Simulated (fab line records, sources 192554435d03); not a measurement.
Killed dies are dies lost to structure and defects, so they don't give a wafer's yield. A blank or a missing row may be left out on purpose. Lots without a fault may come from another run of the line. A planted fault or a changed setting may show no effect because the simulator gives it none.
Which tool did it? | flow n5_finfet | 9 lots, 27 wafers sampled, at 1 step of a route of 1938

WHAT THE GAUGES READ, wafer by wafer
N5_BEOL_M4_RC_MEAS_101. Usual: DIBL_N 37.1 mV/V, standard deviation 2.4; DIBL_P 37 mV/V, standard deviation 3; IOFF_N 0.18 nA/um, standard deviation 0.053; IOFF_P 0.21 nA/um, standard deviation 0.05; ION_N 674 uA/um, standard deviation 14; ION_P 459 uA/um, standard deviation 9.2; SS_N 72.1 mV/dec, standard deviation 0.9; SS_P 73.4 mV/dec, standard deviation 0.89; VT_N 250 mV, standard deviation 3.8; VT_P -251 mV, standard deviation 3.7.
lot  | measured     | on        | DIBL_N (mV/V)  | DIBL_P (mV/V) | IOFF_N (nA/um) | IOFF_P (nA/um) | ION_N (uA/um) | ION_P (uA/um) | SS_N (mV/dec)  | SS_P (mV/dec)  | VT_N (mV)   | VT_P (mV)      | flag
L459 | day 8 11:45  | prober-02 | 39.7 38.3 39.1 | 42 39 41      | 0.23 0.19 0.21 | 0.30 0.22 0.27 | 684 667 673   | 470 455 467   | 72.4 71.9 72.2 | 74.6 73.9 74.2 | 245 249 245 | -248 -253 -248 |
L460 | day 8 14:59  | prober-01 | 39.5 36.7 34.4 | 40 37 33      | 0.21 0.15 0.13 | 0.29 0.22 0.17 | 680 671 654   | 466 461 450   | 72.7 71.6 71.9 | 74.0 73.3 71.9 | 248 251 255 | -246 -251 -253 |
L467 | day 10 16:02 | prober-01 | 33.4 39.3 36.0 | 31 38 34      | 0.11 0.22 0.14 | 0.15 0.24 0.18 | 663 685 661   | 456 465 443   | 70.8 72.2 71.0 | 72.4 73.3 72.4 | 256 247 254 | -254 -249 -253 |
L469 | day 10 18:53 | prober-02 | 37.4 37.3 38.5 | 35 39 39      | 0.20 0.17 0.20 | 0.18 0.22 0.22 | 679 670 672   | 453 455 449   | 72.4 71.4 73.4 | 73.6 74.0 74.6 | 248 251 250 | -253 -252 -251 |
L472 | day 11 17:23 | prober-01 | 36.5 35.9 35.7 | 37 36 37      | 0.16 0.17 0.17 | 0.22 0.22 0.23 | 682 676 678   | 466 465 473   | 73.1 71.8 71.9 | 73.8 73.9 73.6 | 251 247 250 | -248 -249 -249 |
L474 | day 12 13:16 | prober-01 | 44.3 36.7 38.2 | 45 35 38      | 0.39 0.17 0.19 | 0.41 0.20 0.24 | 708 664 671   | 473 453 458   | 74.5 71.5 71.8 | 75.2 73.1 73.4 | 243 250 249 | -240 -250 -250 |
L476 | day 12 18:37 | prober-02 | 32.8 36.2 34.8 | 32 36 32      | 0.11 0.17 0.13 | 0.16 0.23 0.18 | 661 673 665   | 456 466 460   | 70.1 71.6 71.4 | 71.6 73.3 72.0 | 256 248 254 | -254 -248 -251 |
L479 | day 13 00:14 | prober-02 | 41.6 35.2 39.3 | 41 35 38      | 0.28 0.14 0.24 | 0.27 0.17 0.23 | 683 651 682   | 463 446 461   | 73.6 71.9 73.2 | 75.0 72.9 74.9 | 243 255 247 | -248 -255 -251 |
L482 | day 14 00:27 | prober-01 | 34.9 37.6 37.8 | 35 38 39      | 0.13 0.16 0.19 | 0.16 0.19 0.22 | 662 662 681   | 456 448 460   | 71.0 71.7 71.8 | 73.0 73.5 73.7 | 254 254 249 | -253 -253 -252 |

WHICH TOOL RAN EACH LOT (tool, then ch and the chambers of the sampled wafers, then the start)
The record holds no process step before these readings.

WHAT THE TOOLS THEMSELVES READ (means of the sampled wafers that have a number; where no wafer has one, the mark that the record gives instead)
The record holds no such reading with a usual standard deviation.

THE ANSWER, worked out from the rows above alone
Rule: a lot is off if the mean of its wafers that have a number lies more than 3 standard deviations from the usual mean. A lot without any number at a reading at which 4 lots or more have one is off too. The other lots that the step has rows for count as sound. The gauges are gone through in route order, then the tools' own readings, and for those a lot's mean is taken as printed above. The first step at which some lot is off is used, and at that step the reading that is off furthest; a lot without a number counts as furthest.
No lot is off at any reading shown: from this, nothing can be told.

WHAT THE SIMULATOR HAD PUT IN
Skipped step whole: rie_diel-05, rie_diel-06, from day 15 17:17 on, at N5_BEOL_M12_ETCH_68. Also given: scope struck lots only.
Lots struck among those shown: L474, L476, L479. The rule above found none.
